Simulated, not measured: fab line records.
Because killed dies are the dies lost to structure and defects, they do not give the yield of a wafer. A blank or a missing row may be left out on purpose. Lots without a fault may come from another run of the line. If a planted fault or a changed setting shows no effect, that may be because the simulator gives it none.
Matching of chambers -- flow nand-harc -- NHARC_A_SLIT_DEP_25 on pecvd-02 has 3 sister chambers
The step deposits SiO2, target thk 200 nm. 18 wafers are shown with their chamber, then 9 later ones without.

WAFERS PAIRED WITH THEIR CHAMBERS
wafer,chamber,heater-power-w (W),throttle-valve-pct (%),rf-fwd-power-W (W)
L075.1,2,374,16.1,894.9
L075.3,0,600,16.2,896.5
L075.5,2,363,15.8,898.5
L081.1,2,447,15.4,897.8
L081.3,1,541,16.5,900.0
L081.5,1,562,16.0,901.9
L083.1,1,674,16.3,899.1
L083.4,1,685,16.1,898.7
L083.6,2,347,15.6,896.7
L087.2,1,672,16.2,896.9
L087.3,2,434,15.7,896.7
L087.4,1,674,16.4,892.9
L090.2,2,390,15.7,897.7
L090.4,1,686,16.3,898.7
L090.5,0,577,16.1,898.8
L093.1,2,385,15.9,895.1
L093.3,1,653,16.7,899.6
L093.4,0,673,16.0,898.5

SIGNATURES, as means of the wafers listed above
reading,chamber 0,chamber 1,chamber 2,scatter within a chamber
heater-power-w,616.67,643.38,391.43,49.3
throttle-valve-pct,16.100,16.312,15.743,0.211
rf-fwd-power-W,897.933,898.475,896.771,2.06
Rule: a wafer lies at a distance from a chamber equal to the root of the sum of squares, over the readings, of (its reading less the chamber's mean, divided by the reading's scatter). If the next closest chamber is less than 2 further off than the closest, the wafer can't be placed; otherwise it belongs to the closest. The scatter: the root of (the sum of the squares of (reading less its chamber's mean) over the shown wafers, divided by (wafers less chambers)).

WAFERS WITHOUT THEIR CHAMBER
wafer,heater-power-w (W),throttle-valve-pct (%),rf-fwd-power-W (W)
L095.2,647,16.3,898.6
L095.4,649,15.9,901.8
L095.6,434,15.9,901.0
L096.1,703,16.5,894.8
L096.2,379,15.8,898.4
L096.3,561,15.9,898.1
L097.2,535,16.2,897.4
L097.4,546,15.9,898.3
L097.6,690,16.5,892.4

EACH ONE'S CHAMBER
wafer,from the rows above,in truth
L095.2,can't be placed: 1 or 0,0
L095.4,can't be placed: 0 or 1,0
L095.6,can't be placed: 2 or 0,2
L096.1,can't be placed: 1 or 0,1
L096.2,2,2
L096.3,can't be placed: 0 or 1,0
L097.2,can't be placed: 0 or 1 or 2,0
L097.4,can't be placed: 0 or 1 or 2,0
L097.6,can't be placed: 1 or 0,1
1 of 9 placed correctly. Not placeable from these rows: 8 (in 8, the candidates include the true chamber). Number placed wrongly: 0.
